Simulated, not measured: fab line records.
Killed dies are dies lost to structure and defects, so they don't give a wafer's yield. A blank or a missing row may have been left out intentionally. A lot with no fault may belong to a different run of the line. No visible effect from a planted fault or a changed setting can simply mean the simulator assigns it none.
Problem report, 8D (eight disciplines) form, completed by code    flow nandHarc    the parts of the form that need people (team, actions taken, sign-off) are left out

## 1. PROBLEM STATEMENT
At NHARC_A_CHANNEL_HOLE_D1_CD_MEAS_30, cdNm averages 1.7 nm over 6 wafers from 2 lots, while fault-free wafers read 90.9 nm, standard deviation 1.8. Relative to the usual mean, that is a shift of -50 standard deviations.
Earliest sighting: wafer L912.1 on cdSem-01 at day 13 08:05. Wafers with a number at this step in the record: 27, from 9 lots. The rule behind "out" and "out of limits": a value lying over 4 standard deviations away from the usual mean. The rest of the wafers with a number are treated as sound.

## 2. WHAT IT IS AND WHAT IT IS NOT
question                     is                      is not
which readings at this step  cdNm                    -
which lots                   L912, L913              L902, L906, L914, L916, L917, L921, L923
which wafers of those lots   all that have a number  -
read on which gauges         cdSem-01, cdSem-03      cdSem-02
when                         from day 13 08:05       up to then (6 sound wafers); but 15 sound wafers of L914, L916, L917, L921, L923 came after

## 3. THE SUSPECTS, EACH WITH WHAT RULES IT OUT
Counting: a tool at any process step up to the reading remains a suspect when it ran all the lots that are out and ran no sound lot after the first of those.
- the gauge at NHARC_A_CHANNEL_HOLE_D1_CD_MEAS_30 is ruled out. The wafers that are out were read on 2 gauges (cdSem-01, cdSem-03).
- harEtch-01 at NHARC_A_CHANNEL_HOLE_D1_ETCH_24 (etches the open film in C4F8/O2/Ar, time 906.2 s, target depth 1500 nm): ruled out as a lasting fault. Following L912 (day 13 04:38), the first lot on it that is out, the sound lots L914, L917, L921, L923 were run on it.
- harEtch-01 at NHARC_A_CHANNEL_HOLE_D1_ETCH_25 (etches the open film in C4F8/O2/Ar, time 1040.2 s, target depth 1500 nm): ruled out as a lasting fault. Following L912 (day 13 05:24), the first lot on it that is out, the sound lots L914, L917, L921, L923 were run on it.
- rieDiel-10 at NHARC_A_CHANNEL_HOLE_D1_ETCH_44 (etches the open film in CF4/O2, target depth 140 nm, overetch 14 nm, time 77 s): ruled out as a lasting fault. Following L912 (day 13 07:18), the first lot on it that is out, the sound lots L914, L916, L917 were run on it.
- rieDiel-10 at NHARC_A_CHANNEL_HOLE_D1_STRIP_27 (strips in O2): ruled out as a lasting fault. Following L912 (day 13 08:05), the first lot on it that is out, the sound lots L914, L916, L917 were run on it. NHARC_A_CHANNEL_HOLE_D1_STRIP_27 gives no start for some lots, so the hours and the order of its lots are those of NHARC_A_CHANNEL_HOLE_D1_CD_MEAS_30.
Left after counting: nothing in the record.

## 4. THE CAUSE (what the simulator had put in)
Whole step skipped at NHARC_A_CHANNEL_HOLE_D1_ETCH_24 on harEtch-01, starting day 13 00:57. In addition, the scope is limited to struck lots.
The count ruled it out by mistake, since the rule takes a fault to strike every lot its tool runs from the start of the fault on, and this one did not do so.

## 5. SEQUENCE OF EFFECTS, ordered by route
Each row: a reading whose mean over the struck wafers that have a number lies more than 3 standard deviations from the usual. Scope: only readings with a usual standard deviation given in the record; hours: median across lots of the time from each lot's start at the first step in this table that gives one to its start at this step; sigmas: change in usual standard deviations.
hours  step                                reading        usual    on struck wafers  change  sigmas
0      NHARC_A_CHANNEL_HOLE_D1_CD_MEAS_30  cdNm           90.9 nm  1.7               -89.2   -50
0      NHARC_A_CHANNEL_HOLE_D1_XSEM_31     botCdNm        75.6 nm  1.8               -73.8   -41
0      NHARC_A_CHANNEL_HOLE_D1_XSEM_31     bowNm          8.7 nm   0.2               -8.5    -24
381    NHARC_END_SORT_01                   killedAtArray  52       672               +620    +34
381    NHARC_END_SORT_01                   killedDies     56       677               +621    +37
It contains these process steps:
- NHARC_A_CHANNEL_HOLE_D1_XSEM_31
Readings that are blank on the struck wafers while sound wafers have them: c4f8FlowSccm at NHARC_A_CHANNEL_HOLE_D1_ETCH_24; chamberPressureMTorr at NHARC_A_CHANNEL_HOLE_D1_ETCH_24; drypumpMotorCurrentA at NHARC_A_CHANNEL_HOLE_D1_ETCH_24; showerheadPlenumPTorr at NHARC_A_CHANNEL_HOLE_D1_ETCH_24; throttleValvePct at NHARC_A_CHANNEL_HOLE_D1_ETCH_24.

## 6. WHAT WOULD HAVE CAUGHT IT SOONER
In this record the first reading out of limits at a measuring or inspecting step was taken at day 13 08:05, 7 hours after the fault began at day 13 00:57.
At NHARC_A_CHANNEL_HOLE_D1_ETCH_24 the tool's readings are blank on the struck wafers, where sound wafers have them: an empty tool record is the first sign, and it was there at once.
